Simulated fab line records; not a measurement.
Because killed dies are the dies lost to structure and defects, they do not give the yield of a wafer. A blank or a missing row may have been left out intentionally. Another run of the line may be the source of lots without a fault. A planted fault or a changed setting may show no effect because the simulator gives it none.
fab line records	flow n5_finfet
record: lots: 9	wafers: 27	last_day: 18
route steps=1938 shown HKMG_FIN@405 BEOL_M4@1111 PASSIVATION@1936
lots untouched by any fault: they come from a run of this same line in which no faults occurred
start_h: hours from the record's opening day to when the first of the lot's shown wafers began	wait_h: hours from the lot's prior step to this one	" the same as in the row above	L1.1+2: one row covering several wafers at once	- either no value or no given start	* or withheld: withheld	< > ~ a bound
route shown NAME@n: NAME is a module with steps in the file, n the number in the route of the first one	usual: average and standard deviation across the fault-free wafers	same: alike in all rows	chamber/n: place in a boat	sites: each site's reading	_std_site: their standard deviation	_edge_site: the outer-site mean with the inner-site mean subtracted	radius_mm: how far each site lies from the wafer's centre	mask NAME#n: copy n	behind: the tool/chamber that last shaped the wafer	hold: cause of the lot's hold/its duration in hours/its outcome	device: the n, p or np transistor that did not switch	end of line: the tests these same wafers got at the end of their route	for a step that has no rows: nothing shown but its recipe	killed: dies lost to structure and defects at the first sort, not the wafer's yield	map: dies across one wafer; x = killed, . = not, _ = none there
set.NAME: the setting the step ran with; set.NAME@STEP: the setting that earlier step ran with	model.NAME: the simulator's own value behind a step, which no gauge read
steps of the route over a sample of lots; a table a step, a row a wafer
services: a tool's chamber out of use, with start hour (start_h, from the record's first day; less than 0 if before it), hours out, and reason
== steps ==
step: N5_HKMG_FIN_STRIP_57
recipe: chemistry: CF4	resist: SiARC	power_w: 300	bias_power_w: 75	pressure_mtorr: 50	cf4_flow_sccm: 150	rf_frequency_hz: 6e+07
usual: bias_power_w: 75.04/0.24	drypump_motor_current_A: 5.8/0.46	oes_product_au: 0.79/0.096	rf_vpp_V: 271.5/1.2	showerhead_plenum_p_Torr: 1.81/0.037	throttle_valve_pct: 13.62/0.3
lot.wafer	tool	chamber	start_h	wait_h	bias_power_w	drypump_motor_current_A	oes_product_au	rf_hours_counter_h	rf_vpp_V	showerhead_plenum_p_Torr	throttle_valve_pct
L411.1	rie_diel-01	2	86.52	0.0	75.34	5.3	0.71	204	270.2	1.78	13.81
L411.4	"	1	"	"	75.06	6.4	0.89	34	270.7	1.81	13.11
L411.6	"	2	"	"	75.19	5.3	0.71	-	270.4	1.78	13.79
L415.1	rie_diel-03	0	109.27	0.0	75.04	5.9	0.68	255	271.9	1.84	14.12
L415.3	"	3	"	"	75.28	5.7	0.71	236	270.9	1.78	13.68
L415.4	"	1	"	"	75.14	6.0	0.91	-	271.5	1.75	13.34
L418.1	rie_diel-03	1	127.28	0.0	75.02	6.0	0.90	20	270.0	1.75	13.37
L418.5	"	3	"	"	75.20	5.7	0.70	-	272.3	1.78	13.69
L418.6	"	2	"	"	74.98	5.3	0.95	-	272.3	1.82	13.38
L420.1	rie_diel-06	2	136.57	0.0	75.31	5.5	0.69	233	272.1	1.84	13.87
L420.4	"	3	"	"	75.18	5.7	0.76	-	271.2	1.80	13.97
L420.5	"	3	"	"	75.16	5.7	0.76	-	271.1	1.80	13.98
L423.2	rie_diel-03	0	158.15	0.0	74.88	5.8	0.94	8	272.3	1.84	13.56
L423.3	"	1	"	"	74.80	6.0	0.87	36	270.1	1.75	13.41
L423.5	"	0	"	"	75.23	5.9	0.93	-	271.1	1.84	13.57
L425.3	rie_diel-03	0	170.19	0.0	74.79	5.9	0.92	13	271.7	1.84	13.57
L425.4	"	3	"	"	74.91	5.7	0.95	3	270.7	1.77	13.16
L425.6	"	3	"	"	75.12	5.7	0.96	-	271.2	1.77	13.16
L428.2	rie_diel-01	1	186.35	0.0	75.23	6.4	0.85	73	271.4	1.80	13.19
L428.5	"	3	"	"	75.31	5.4	0.69	-	269.3	1.77	13.79
L428.6	"	1	"	"	75.21	6.4	0.84	-	272.2	1.80	13.21
L430.1	rie_diel-01	0	198.25	0.0	75.15	6.7	0.94	4	273.9	1.83	13.32
L430.3	"	3	"	"	75.46	5.5	0.69	231	270.8	1.77	13.78
L430.4	"	2	"	"	74.90	5.3	0.69	246	271.3	1.77	13.91
L432.1	rie_diel-01	0	209.28	0.0	74.71	6.7	0.91	8	271.7	1.83	13.34
L432.2	"	3	"	"	74.77	5.5	0.68	235	271.4	1.77	13.81
L432.6	"	3	"	"	75.26	5.5	0.69	-	269.8	1.77	13.78
step: N5_HKMG_FIN_STRIP_93
recipe: chemistry: N2/H2	material: SOC	time_s: 20	power_w: 500	temp_c: 40	pressure_mtorr: 50	rf_frequency_hz: 6e+07	bias_power_w: 8	h2_frac: 0.5	n2_flow_sccm: 300	h2_flow_sccm: 300
usual: bias_power_w: 8.002/0.024	drypump_motor_current_A: 5.8/0.46	oes_product_au: 0.80/0.1	rf_vpp_V: 54.3/0.77	showerhead_plenum_p_Torr: 3.39/0.079	throttle_valve_pct: 19.2/0.43
lot.wafer	tool	chamber	start_h	wait_h	bias_power_w	drypump_motor_current_A	oes_product_au	rf_hours_counter_h	rf_vpp_V	showerhead_plenum_p_Torr	throttle_valve_pct
L411.1	rie_diel-01	2	86.96	0.2	8.025	5.3	0.74	204	52.6	3.34	19.2
L411.4	"	1	"	"	7.977	6.4	0.92	34	54.8	3.41	18.3
L411.6	"	2	"	"	8.009	5.3	0.73	-	54.7	3.34	19.2
L415.1	rie_diel-03	0	109.71	0.2	8.011	5.9	0.66	255	55.1	3.43	19.7
L415.3	"	3	"	"	8.006	5.8	0.73	236	54.1	3.31	19.3
L415.4	"	1	"	"	7.987	6.0	0.92	-	55.1	3.30	19.0
L418.1	rie_diel-03	1	127.73	0.2	8.005	6.0	0.91	21	52.4	3.29	19.0
L418.5	"	3	"	"	8.001	5.8	0.72	-	54.4	3.30	19.3
L418.6	"	2	"	"	7.991	5.3	0.95	-	54.4	3.44	19.0
L420.1	rie_diel-06	2	137.24	0.4	8.000	5.6	0.69	233	54.8	3.46	19.7
L420.4	"	3	"	"	8.056	5.7	0.78	-	55.2	3.36	19.8
L420.5	"	3	"	"	8.007	5.7	0.79	-	54.0	3.36	19.7
L423.2	rie_diel-03	0	158.59	0.2	8.006	5.9	0.95	9	55.0	3.42	19.3
L423.3	"	1	"	"	7.988	6.0	0.90	37	52.9	3.28	19.0
L423.5	"	0	"	"	8.007	5.9	0.95	-	55.1	3.42	19.3
L425.3	rie_diel-03	0	170.63	0.2	8.026	5.9	0.93	13	53.8	3.42	19.3
L425.4	"	3	"	"	7.993	5.7	1.01	3	54.3	3.30	19.0
L425.6	"	3	"	"	7.988	5.7	1.02	-	53.3	3.30	19.0
L428.2	rie_diel-01	1	186.80	0.2	7.964	6.5	0.85	73	55.4	3.39	18.4
L428.5	"	3	"	"	8.025	5.5	0.70	-	54.8	3.32	19.6
L428.6	"	1	"	"	7.967	6.5	0.85	-	54.1	3.39	18.4
L430.1	rie_diel-01	0	198.69	0.2	7.972	6.8	0.95	5	54.0	3.45	18.6
L430.3	"	3	"	"	8.020	5.5	0.69	231	53.7	3.32	19.6
L430.4	"	2	"	"	7.977	5.3	0.71	246	54.2	3.31	19.2
L432.1	rie_diel-01	0	209.72	0.2	8.030	6.7	0.95	9	54.1	3.45	18.6
L432.2	"	3	"	"	7.980	5.5	0.69	236	55.4	3.31	19.6
L432.6	"	3	"	"	7.972	5.5	0.69	-	52.9	3.31	19.6
step: N5_HKMG_FIN_WET_ETCH_81
recipe: chemistry: SC1	target: TiN	stop_on: HfO2	mix: 1:1:5	temp_c: 60	time_s: 57	target_depth_nm: 6
usual: h2o2_flow_mL_min: 214.2/0.69
lot.wafer	tool	chamber	start_h	wait_h	h2o2_flow_mL_min
L411.1	wet_bench-02	0	88.27	0.0	213.7
L411.4	"	5	"	"	215.0
L411.6	"	6	"	"	214.7
L415.1	wet_bench-02	6	111.11	0.0	213.3
L415.3	"	1	"	"	214.5
L415.4	"	7	"	"	214.4
L418.1	wet_bench-02	1	129.49	0.0	213.8
L418.5	"	3	"	"	213.1
L418.6	"	5	"	"	213.8
L420.1	wet_bench-02	5	138.86	0.0	214.4
L420.4	"	4	"	"	214.3
L420.5	"	7	"	"	213.1
L423.2	wet_bench-02	2	160.16	0.0	214.3
L423.3	"	1	"	"	215.0
L423.5	"	0	"	"	214.1
L425.3	wet_bench-02	5	171.94	0.0	213.0
L425.4	"	3	"	"	213.8
L425.6	"	4	"	"	215.0
L428.2	wet_bench-01	4	188.11	0.0	215.9
L428.5	"	5	"	"	214.5
L428.6	"	2	"	"	212.9
L430.1	wet_bench-01	5	200.00	0.0	214.7
L430.3	"	3	"	"	214.4
L430.4	"	2	"	"	215.2
L432.1	wet_bench-03	3	211.03	0.0	214.2
L432.2	"	5	"	"	214.4
L432.6	"	4	"	"	213.5
step: N5_HKMG_FIN_INSPECT_14
recipe: mode: adi	inspect_instrument: macro
usual: raw_defect_count: 2.0/1.4
lot.wafer	tool	chamber	start_h	wait_h	raw_defect_count
L411.1	defect_inspect-02	-	89.45	0.0	3
L411.4	"	-	"	"	3
L411.6	"	-	"	"	3
L415.1	defect_inspect-01	-	112.41	0.0	1
L415.3	"	-	"	"	2
L415.4	"	-	"	"	2
L418.1	defect_inspect-01	-	130.67	0.0	1
L418.5	"	-	"	"	2
L418.6	"	-	"	"	2
L420.1	defect_inspect-02	-	140.03	0.0	1
L420.4	"	-	"	"	3
L420.5	"	-	"	"	4
L423.2	defect_inspect-01	-	161.52	0.0	>300
L423.3	"	-	"	"	>300
L423.5	"	-	"	"	>300
L425.3	defect_inspect-02	-	173.14	0.0	>300
L425.4	"	-	"	"	>300
L425.6	"	-	"	"	>300
L428.2	defect_inspect-01	-	189.42	0.0	0
L428.5	"	-	"	"	3
L428.6	"	-	"	"	0
L430.1	defect_inspect-01	-	201.17	0.0	1
L430.3	"	-	"	"	1
L430.4	"	-	"	"	0
L432.1	defect_inspect-02	-	212.33	0.0	2
L432.2	"	-	"	"	0
L432.6	"	-	"	"	1
step: N5_HKMG_FIN_ETCH_86
recipe: chemistry: N2/H2	target: SOC	target_depth_a: 3932	stop_on: TiN	ion_energy_ev: 100	bias_w: 61	pressure_mtorr: 30	source_w: 850	n2_flow_sccm: 200	h2_flow_sccm: 200
usual: drypump_motor_current_A: 5.7/0.39	oes_product_au: 0.81/0.096	rf_vpp_V: 241.2/1.1	showerhead_plenum_p_Torr: 2.58/0.07	throttle_valve_pct: 17.89/0.29
lot.wafer	tool	chamber	start_h	wait_h	drypump_motor_current_A	oes_product_au	rf_hours_counter_h	rf_vpp_V	showerhead_plenum_p_Torr	throttle_valve_pct
L411.1	rie_diel-06	2	90.83	-	5.6	0.70	215	241.8	2.63	18.19
L411.4	"	3	"	"	5.7	0.76	146	241.1	2.55	18.27
L411.6	"	3	"	"	5.7	0.77	-	239.8	2.55	18.26
L415.1	rie_diel-01	3	114.09	-	5.5	0.71	200	242.5	2.52	18.04
L415.3	"	1	"	"	6.4	0.89	44	241.2	2.58	17.32
L415.4	"	2	"	"	5.3	0.71	214	239.8	2.52	18.04
L418.1	rie_diel-03	1	132.06	-	6.0	0.90	23	239.6	2.49	17.73
L418.5	"	2	"	"	5.3	0.94	-	240.5	2.61	17.79
L418.6	"	1	"	"	6.0	0.90	-	240.6	2.49	17.72
L420.1	rie_diel-03	0	141.38	-	5.9	0.98	0	242.9	2.60	17.82
L420.4	"	2	"	"	5.3	0.93	-	241.6	2.61	17.81
L420.5	"	1	"	"	6.0	0.88	-	239.1	2.49	17.73
L423.2	rie_diel-06	0	162.88	-	5.1	0.80	129	241.8	2.67	17.93
L423.3	"	2	"	"	5.6	0.68	243	241.7	2.62	18.24
L423.5	"	0	"	"	5.1	0.79	-	243.4	2.67	17.96
L425.3	rie_diel-01	2	174.60	-	5.3	0.68	237	239.8	2.51	18.08
L425.4	"	2	"	"	5.3	0.69	-	240.2	2.51	18.06
L425.6	"	1	"	"	6.4	0.86	-	241.6	2.57	17.36
L428.2	rie_diel-01	0	190.79	-	6.7	0.97	1	240.6	2.62	17.57
L428.5	"	1	"	"	6.4	0.84	-	240.1	2.56	17.36
L428.6	"	2	"	"	5.3	0.68	-	239.6	2.51	18.06
L430.1	rie_diel-03	3	202.53	-	5.7	0.93	14	239.7	2.49	17.50
L430.3	"	1	"	"	6.0	0.84	52	241.4	2.48	17.78
L430.4	"	0	"	"	5.9	0.90	24	242.1	2.59	17.88
L432.1	rie_diel-03	2	213.68	-	5.3	0.87	40	242.1	2.59	17.85
L432.2	"	0	"	"	5.9	0.89	28	240.3	2.58	17.90
L432.6	"	0	"	"	5.9	0.89	-	242.8	2.58	17.89
step: N5_BEOL_M4_RC_MEAS_101
usual: DIBL_N: 36.0/1.7	DIBL_P: 36.0/2	IOFF_N: 0.156/0.028	IOFF_P: 0.21/0.04	ION_N: 673/12	ION_P: 463/8.3	SS_N: 71.4/0.6	SS_P: 73.3/0.66	VT_N: 250/3	VT_P: -250/3.8
lot.wafer	tool	chamber	start_h	wait_h	DIBL_N[mV/V]	DIBL_P[mV/V]	IOFF_N[nA/um]	IOFF_P[nA/um]	ION_N[uA/um]	ION_P[uA/um]	SS_N[mV/dec]	SS_P[mV/dec]	VT_N[mV]	VT_P[mV]
L411.1	prober-02	0	169.30	0.0	35.8	35.5	0.155	0.16	674	460	72.5	73.2	250	-257
L411.4	"	0	"	"	38.5	39.1	0.207	0.22	680	454	72.3	74.7	248	-251
L411.6	"	0	"	"	35.0	35.3	0.146	0.17	668	454	70.5	73.0	248	-256
L415.1	prober-02	0	203.34	0.0	39.3	39.6	0.205	0.27	676	471	72.0	75.0	248	-247
L415.3	"	0	"	"	36.9	36.2	0.154	0.21	662	456	71.2	74.1	254	-253
L415.4	"	0	"	"	38.1	36.6	0.160	0.21	662	455	71.5	74.0	254	-254
L418.1	prober-02	0	216.26	0.0	37.0	36.3	0.172	0.20	684	466	72.0	73.8	248	-253
L418.5	"	0	"	"	36.4	35.2	0.160	0.18	684	468	71.0	73.5	248	-253
L418.6	"	0	"	"	36.6	36.0	0.163	0.19	682	461	71.5	73.7	251	-253
L420.1	prober-01	0	236.13	0.0	39.2	38.8	0.220	0.28	699	477	72.1	74.7	243	-247
L420.4	"	0	"	"	32.8	30.8	0.107	0.16	658	465	70.5	72.3	254	-252
L420.5	"	0	"	"	35.6	34.7	0.146	0.21	670	463	71.4	73.2	252	-252
L423.2	prober-01	0	245.12	0.2	35.5	34.7	0.141	0.20	656	460	70.8	73.3	254	-251
L423.3	"	0	"	"	37.3	36.9	0.182	0.23	684	472	71.4	72.7	249	-248
L423.5	"	0	"	"	37.1	37.1	0.174	0.24	688	467	71.6	73.9	249	-248
L425.3	prober-02	0	263.12	0.3	38.2	39.8	0.180	0.26	676	466	71.8	73.4	248	-246
L425.4	"	0	"	"	37.0	38.4	0.150	0.23	660	456	71.2	73.9	251	-247
L425.6	"	0	"	"	34.4	35.9	0.121	0.20	663	460	70.9	72.9	253	-250
L428.2	prober-02	0	289.62	0.2	34.4	34.3	0.118	0.18	667	462	70.8	72.6	256	-251
L428.5	"	0	"	"	35.9	36.0	0.145	0.21	662	456	71.1	73.1	250	-251
L428.6	"	0	"	"	34.5	33.9	0.125	0.18	662	463	71.1	72.5	252	-252
L430.1	prober-02	0	296.62	0.0	34.3	34.3	0.137	0.20	671	463	71.6	73.4	252	-247
L430.3	"	0	"	"	34.2	33.8	0.136	0.19	672	468	70.3	72.6	250	-249
L430.4	"	0	"	"	34.4	34.6	0.143	0.21	675	472	70.9	73.2	249	-245
L432.1	prober-02	0	312.58	0.0	36.8	37.8	0.184	0.23	694	471	71.0	73.2	246	-249
L432.2	"	0	"	"	36.1	37.0	0.167	0.21	684	464	71.1	72.9	248	-251
L432.6	"	0	"	"	36.3	36.7	0.166	0.21	680	459	71.8	73.4	247	-253
step: N5_PASSIVATION_PROBE_49
usual: defect_limited_yield: 91.6/1.6	killed_at_M0_to_M3: 31/10	killed_at_M4_up: 14/6.3	killed_at_contacts: 12/6.1	killed_at_front_end: 39/12	killed_at_other: 3.7/2.8	killed_dies: 100/19	killed_open: 66/14	killed_short: 33/8.1	sort_bin_5_function: 5.0/1.1	sort_bin_6_memory: 3.2/0.66	sort_n_pass: 1080/18	sort_yield_pct: 91.6/1.6
same: gross_dies: 1180	killed_at_back_side: 0	sort_bin_4_leakage[%]: 0	sort_bin_8_speed[%]: 0
lot.wafer	tool	chamber	start_h	wait_h	defect_limited_yield[%]	killed_at_M0_to_M3	killed_at_M4_up	killed_at_contacts	killed_at_front_end	killed_at_other	killed_dies	killed_open	killed_short	sort_bin_5_function[%]	sort_bin_6_memory[%]	sort_n_pass	sort_yield_pct[%]
L423.2	prober-02	-	347.35	0.1	84.6	22	23	2	132	3	182	51	31	9.2	4.5	998	84.6
L423.3	prober-02	-	347.40	0.1	87.5	31	10	12	91	3	147	66	32	8.6	3.1	1033	87.5
L423.5	prober-02	-	347.50	0.2	86.6	12	23	8	114	1	158	58	23	8.5	3.7	1022	86.6
L425.3	prober-01	-	376.97	0.1	84.4	19	21	5	138	1	184	64	25	9.7	4.2	996	84.4
L425.4	prober-01	-	377.02	0.2	85.0	22	22	7	121	5	177	67	46	8.6	4.4	1003	85.0
L425.6	prober-01	-	377.12	0.3	84.2	13	8	7	159	0	187	47	33	9.7	4.2	993	84.2
killed by level:class
L423.2 HKMG_FIN:unspecified=100 BEOL_M4:geometric_particle:open=15 FIN_SAQP:geometric_particle:short=7 BEOL_M0_SAQP:geometric_particle:short=7 ILD0:geometric_particle:open=6 BEOL_M0_SAQP:geometric_particle:open=5 DUMMY_GATE:geometric_particle:open=4 BEOL_M3:geometric_particle:open=4
L423.3 HKMG_FIN:unspecified=49 STI_FIN_REVEAL:geometric_particle:open=13 MOL_CONTACT_COAG:geometric_particle:open=10 BEOL_M0_SAQP:geometric_particle:open=9 BEOL_M0_SAQP:geometric_particle:short=7 BEOL_M3:geometric_particle:open=7 ILD0:geometric_particle:open=6 ILD0:geometric_particle:short=6
L423.5 HKMG_FIN:unspecified=77 FIN_SAQP:geometric_particle:open=11 BEOL_M4:geometric_particle:open=11 ILD0:geometric_particle:short=7 MOL_CONTACT_COAG:geometric_particle:open=7 FIN_SAQP:geometric_particle:short=5 DUMMY_GATE:geometric_particle:open=4 BEOL_M2:geometric_particle:open=4
L425.3 HKMG_FIN:unspecified=94 STI_FIN_REVEAL:geometric_particle:open=10 FIN_SAQP:geometric_particle:short=8 DUMMY_GATE:geometric_particle:open=8 BEOL_M3:geometric_particle:open=7 BEOL_M4:geometric_particle:open=7 BEOL_M5:geometric_particle:open=7 MOL_CONTACT_COAG:geometric_particle:open=5
L425.4 HKMG_FIN:unspecified=64 GATE_CUT:geometric_particle:short=11 FIN_SAQP:geometric_particle:open=9 GATE_CUT:geometric_particle:open=9 BEOL_M4:geometric_particle:open=9 BEOL_M0_SAQP:geometric_particle:short=8 STI_FIN_REVEAL:geometric_particle:open=6 MOL_CONTACT_COAG:geometric_particle:open=6
L425.6 HKMG_FIN:unspecified=106 FIN_SAQP:geometric_particle:open=12 FIN_SAQP:geometric_particle:short=11 GATE_CUT:geometric_particle:short=7 MOL_CONTACT_COAG:geometric_particle:open=7 STARTING-WAFER:geometric_particle:open=5 STI_FIN_REVEAL:geometric_particle:open=4 DUMMY_GATE:geometric_particle:short=4
== services ==
tool	chamber	start_h	hours	kind
rie_diel-06	2	78.60	4.3	repair
rie_diel-01	3	80.46	4.2	repair
rie_diel-03	2	91.31	7.1	repair
rie_diel-03	2	98.71	-	clean
rie_diel-03	2	98.71	-	consumable_replace:focus_ring
rie_diel-03	2	98.71	21.3	scheduled_down
rie_diel-03	2	98.71	21.3	vent_cycle
rie_diel-03	-	111.30	2.4	repair
rie_diel-03	0	120.24	-	clean
rie_diel-03	0	120.24	-	consumable_replace:focus_ring
rie_diel-03	0	120.24	20.2	scheduled_down
rie_diel-03	0	120.24	20.2	vent_cycle
rie_diel-06	1	132.23	6.0	repair
rie_diel-06	0	133.63	5.5	repair
rie_diel-06	-	139.31	0.5	repair
rie_diel-03	3	140.46	-	clean
rie_diel-03	3	140.46	-	consumable_replace:focus_ring
rie_diel-03	3	140.46	22.1	scheduled_down
rie_diel-03	3	140.46	22.1	vent_cycle
rie_diel-06	3	155.87	5.8	repair
rie_diel-01	0	167.59	-	clean
rie_diel-01	0	167.59	-	consumable_replace:focus_ring
rie_diel-01	0	167.59	20.5	scheduled_down
rie_diel-01	0	167.59	20.5	vent_cycle
== key ==
first_sign: step: N5_HKMG_FIN_INSPECT_14	reading: raw_defect_count	direction: up	sigmas: 99+	usual: 2.0	struck: >300
effect: step: N5_PASSIVATION_PROBE_49	reading: killed_at_front_end	direction: up	sigmas: 7.1	usual: 39	struck: 126
more_kills_born_at: N5_HKMG_FIN_WET_ETCH_81@wet_bench-02: 490
met_at N5_HKMG_FIN_WET_ETCH_81
struck_lots L423,L425
not_acting_at N5_HKMG_FIN_STRIP_57,N5_HKMG_FIN_STRIP_93,N5_HKMG_FIN_ETCH_86
onset_between 138.86 160.16
fault: kind: chamber_particle_source	tool: wet_bench-02	chamber: -	onset_h: 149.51	steps: N5_HKMG_FIN_WET_ETCH_81	rate_per_visit_cm2: 0.54928	end_h: 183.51
